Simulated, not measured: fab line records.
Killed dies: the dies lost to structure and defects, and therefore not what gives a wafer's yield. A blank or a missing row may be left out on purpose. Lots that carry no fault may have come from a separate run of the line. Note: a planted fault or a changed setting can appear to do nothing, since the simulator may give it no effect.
A struck lot beside a sound one :: flow n5 finfet :: 22 steps out of a route of 1938
Sound: wafers L765.1, L765.3, L765.4. Struck: wafers L776.2, L776.4, L776.6. The cause is named last.
Order at every step that has rows: each side's tool, ch and its chambers, its first start. Under that, the readings that differ: sound wafers :: struck wafers :: difference of the means :: sigmas: that difference in standard deviations of wafers without a fault.
alike: same words and numbers on both sides, and readings whose means sit less than 2 such deviations apart. not compared: any withheld reading, any reading some wafer has no value for, any bound like >300 that may hide the same value, and any number with overlapping values for which the record gives no deviation.
Wherever a step has rows on one side only, a row that says differs or no value, or a row with sigmas, the two part there. Numbers that don't overlap but have no deviation are shown without sigmas and don't part them. A reading missing from all wafers of one side parts the sides only when that side holds two or more wafers.

first, 8 steps without rows for these wafers: N5_BEOL_M2_ANNEAL_51 (time 90 s); N5_BEOL_M2_CMP_52 (polishes, stops on SiOC, t overpolish 6.8 s, target thk 40 nm); N5_BEOL_M2_PRE_CLEAN_60 (time 15 s); N5_BEOL_M2_CO_CAP_55 (material Co, precursor CCTBA/H2, target thk 2 nm, time 102.1 s); N5_BEOL_M2_PRE_CLEAN_56 (time 15 s); N5_BEOL_M2_DEP_57 (deposits SiCN from 3MS/NH3, target thk 8 nm, time 14 s); N5_BEOL_M3_ILD_DEP_00 (deposits SiOC from DEMS/O2, target thk 79 nm, time 15.3 s); N5_BEOL_M3_PECVD_72 (deposits SiO2 from TEOS/O2, target thk 16 nm, time 18 s).
N5_BEOL_M3_HM_DEP_02: deposits TiN, target thk 20 nm.
  sound: pvd sputter-01 at day 7 18:16; struck: pvd sputter-01 at day 10 09:29
  alike: susceptor temp C, throttle valve pct
then, 9 steps without rows for these wafers: N5_BEOL_M3_COAT_61 (time 60 s, resist thk 60 nm); N5_BEOL_M3_COAT_62 (time 60 s, resist thk 12 nm); N5_BEOL_M3_COAT_73 (time 60 s, resist thk 5 nm); N5_BEOL_M3_COAT_05 (resist thk 30 nm); N5_BEOL_M3_EBR_07; N5_BEOL_M3_SOFTBAKE_06 (time 60 s); N5_BEOL_M3_EXPOSE_08 (exposes mask M3); N5_BEOL_M3_PEB_09 (peb time 60 s); N5_BEOL_M3_DEVELOP_10 (develop time 30 s).
N5_BEOL_M3_INSPECT_13: inspects for defects (brightfield).
  sound: defect inspect-02 at day 7 18:45; struck: defect inspect-01 at day 10 09:58
reading: raw defect count
sound: 333 460 461
struck: 1112 964 1125
difference: +649
sigmas: +8
then, 1 step without rows for these wafers: N5_BEOL_M3_DESCUM_16 (chemistry O2, time 7 s).
N5_BEOL_M4_RC_MEAS_101:
  sound on prober-02 ch 0, day 8 14:29; struck on prober-02 ch 0, day 11 14:23
reading: IOFF_P (nA/um)
sound: 0.15 0.14 0.14
struck: 0.19 0.25 0.20
difference: +0.07
sigmas: +2

reading: SS_P (mV/dec)
sound: 71.6 72.2 72.1
struck: 73.5 74.5 73.1
difference: +1.7
sigmas: +3

reading: VT_P (mV)
sound: -258 -258 -260
struck: -251 -250 -251
difference: +8
sigmas: +2
  alike: DIBL_N, DIBL_P, IOFF_N, ION_N, ION_P, SS_N, VT_N
-- the record jumps here: 4 days lie between the struck wafers' starts before and after (it left off in module BEOL_M4 and takes up again in module PASSIVATION, whose first step shown is number 1936 of the route) --
N5_PASSIVATION_PROBE_49:
  the record has rows for the struck wafers here (prober-01, day 15 16:08) and none for the sound ones

== WHERE THEY PART ==
First at N5_BEOL_M3_INSPECT_13; last, within this record, at N5_PASSIVATION_PROBE_49.

WHY: what had been put in by the simulator
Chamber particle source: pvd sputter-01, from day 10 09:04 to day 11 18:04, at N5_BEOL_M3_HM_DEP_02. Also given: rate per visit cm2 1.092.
